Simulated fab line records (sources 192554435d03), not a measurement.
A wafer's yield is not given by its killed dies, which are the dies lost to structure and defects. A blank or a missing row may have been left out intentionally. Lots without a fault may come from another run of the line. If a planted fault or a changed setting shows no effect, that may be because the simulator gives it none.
Split-lot experiment :: flow n5Finfet :: on a route of 1938 steps: 7 lots, 21 wafers read

SPLIT DETAILS
At N5_BEOL_M7_ETCH_41 (etches SiCN in CH3F/O2, target depth 31.9 nm, time 57.8 s), the setting sourceW was moved away from the recipe's 395 W on 9 of the 21 wafers read, by -13.4% to +6.3%. This setting was run at the recipe's value on the other wafers.

Reading taken at the split's own step.

THE READING
rfVppV, in V, at N5_BEOL_M7_ETCH_41 (etches SiCN in CH3F/O2, target depth 31.9 nm, time 57.8 s). On this fab line, fault-free wafers typically give 297.1 V with a standard deviation of 1.9 V.

wafer: L078.4
tool, chamber at the split: rieDiel-02, 2
sourceW as run, W: 395
against the recipe: recipe
rfVppV, V: 296.0
against lot-mates on the recipe: -

wafer: L078.5
tool, chamber at the split: rieDiel-02, 3
sourceW as run, W: 420
against the recipe: +6.3%
rfVppV, V: 290.6
against lot-mates on the recipe: -5.4

wafer: L078.6
tool, chamber at the split: rieDiel-02, 2
sourceW as run, W: 420
against the recipe: +6.3%
rfVppV, V: 290.5
against lot-mates on the recipe: -5.5

wafer: L080.3
tool, chamber at the split: rieDiel-05, 0
sourceW as run, W: 395
against the recipe: recipe
rfVppV, V: 297.7
against lot-mates on the recipe: -

wafer: L080.4
tool, chamber at the split: rieDiel-05, 1
sourceW as run, W: 395
against the recipe: recipe
rfVppV, V: 297.2
against lot-mates on the recipe: -

wafer: L080.5
tool, chamber at the split: rieDiel-05, 1
sourceW as run, W: 395
against the recipe: recipe
rfVppV, V: 295.8
against lot-mates on the recipe: -

wafer: L081.1
tool, chamber at the split: rieDiel-05, 3
sourceW as run, W: 361.8
against the recipe: -8.4%
rfVppV, V: 306.4
against lot-mates on the recipe: +9.3

wafer: L081.2
tool, chamber at the split: rieDiel-05, 2
sourceW as run, W: 361.8
against the recipe: -8.4%
rfVppV, V: 307.7
against lot-mates on the recipe: +10.6

wafer: L081.5
tool, chamber at the split: rieDiel-05, 2
sourceW as run, W: 395
against the recipe: recipe
rfVppV, V: 297.1
against lot-mates on the recipe: -

wafer: L084.1
tool, chamber at the split: rieDiel-05, 1
sourceW as run, W: 395
against the recipe: recipe
rfVppV, V: 296.0
against lot-mates on the recipe: -

wafer: L084.4
tool, chamber at the split: rieDiel-05, 3
sourceW as run, W: 342.2
against the recipe: -13.4%
rfVppV, V: 310.1
against lot-mates on the recipe: +14.1

wafer: L084.5
tool, chamber at the split: rieDiel-05, 1
sourceW as run, W: 342.2
against the recipe: -13.4%
rfVppV, V: 313.0
against lot-mates on the recipe: +17.0

wafer: L093.1
tool, chamber at the split: rieDiel-02, 3
sourceW as run, W: 418.3
against the recipe: +5.9%
rfVppV, V: 291.9
against lot-mates on the recipe: -4.2

wafer: L093.3
tool, chamber at the split: rieDiel-02, 2
sourceW as run, W: 418.3
against the recipe: +5.9%
rfVppV, V: 290.0
against lot-mates on the recipe: -6.1

wafer: L093.6
tool, chamber at the split: rieDiel-02, 2
sourceW as run, W: 395
against the recipe: recipe
rfVppV, V: 296.1
against lot-mates on the recipe: -

wafer: L096.3
tool, chamber at the split: rieDiel-06, 2
sourceW as run, W: 351.7
against the recipe: -11.0%
rfVppV, V: 307.4
against lot-mates on the recipe: +8.0

wafer: L096.4
tool, chamber at the split: rieDiel-06, 3
sourceW as run, W: 395
against the recipe: recipe
rfVppV, V: 300.0
against lot-mates on the recipe: -

wafer: L096.5
tool, chamber at the split: rieDiel-06, 0
sourceW as run, W: 395
against the recipe: recipe
rfVppV, V: 298.8
against lot-mates on the recipe: -

wafer: L097.1
tool, chamber at the split: rieDiel-05, 0
sourceW as run, W: 395
against the recipe: recipe
rfVppV, V: 296.8
against lot-mates on the recipe: -

wafer: L097.3
tool, chamber at the split: rieDiel-05, 3
sourceW as run, W: 395
against the recipe: recipe
rfVppV, V: 296.0
against lot-mates on the recipe: -

wafer: L097.6
tool, chamber at the split: rieDiel-05, 3
sourceW as run, W: 395
against the recipe: recipe
rfVppV, V: 296.4
against lot-mates on the recipe: -

FIT RESULTS
A straight line over all 21 wafers: rfVppV changes by -1.07 V for each +1% of sourceW; r = -0.98; the points scatter about the line by 1.2 V.
The same after taking each lot's own level away (the mean of its wafers on the recipe; 21 wafers): -1.03 V for each +1%; r = -0.98; scatter 1.3 V.
That fit puts the effect of the largest move of sourceW on the reading at 14 V.
From 296.00 to 299.40 V: that is the span of the lots' own levels, equal to 1.8 times the standard deviation above.
So the lot-to-lot level changes the slope little: the two slopes agree.
Check: for one of the wafers moved furthest among these (-13.4%), held out of the fit, the line's prediction against its lot-mates is +14.1 V. Against them it came out at +14.1 V.
Tool readings at the split's step, against how far the setting was moved: rfVppV r = -0.98.

THE WHOLE CHAIN: every reading that the file lists as answering this split, in the file's order
step: N5_BEOL_M7_ETCH_41
what it does: etches SiCN in CH3F/O2, target depth 31.9 nm, time 57.8 s
reading: rfVppV
change (the file's fit): -1 V for each +1% of the setting
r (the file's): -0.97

step: N5_BEOL_M7_ETCH_41
what it does: etches SiCN in CH3F/O2, target depth 31.9 nm, time 57.8 s
reading: etch.depthNm (the simulator's own value, which no gauge read)
change (the file's fit): +0.092 nm for each +1% of the setting
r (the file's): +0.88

FILE'S OWN FIT
rfVppV changes by -1 V for each +1% of sourceW, r = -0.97.
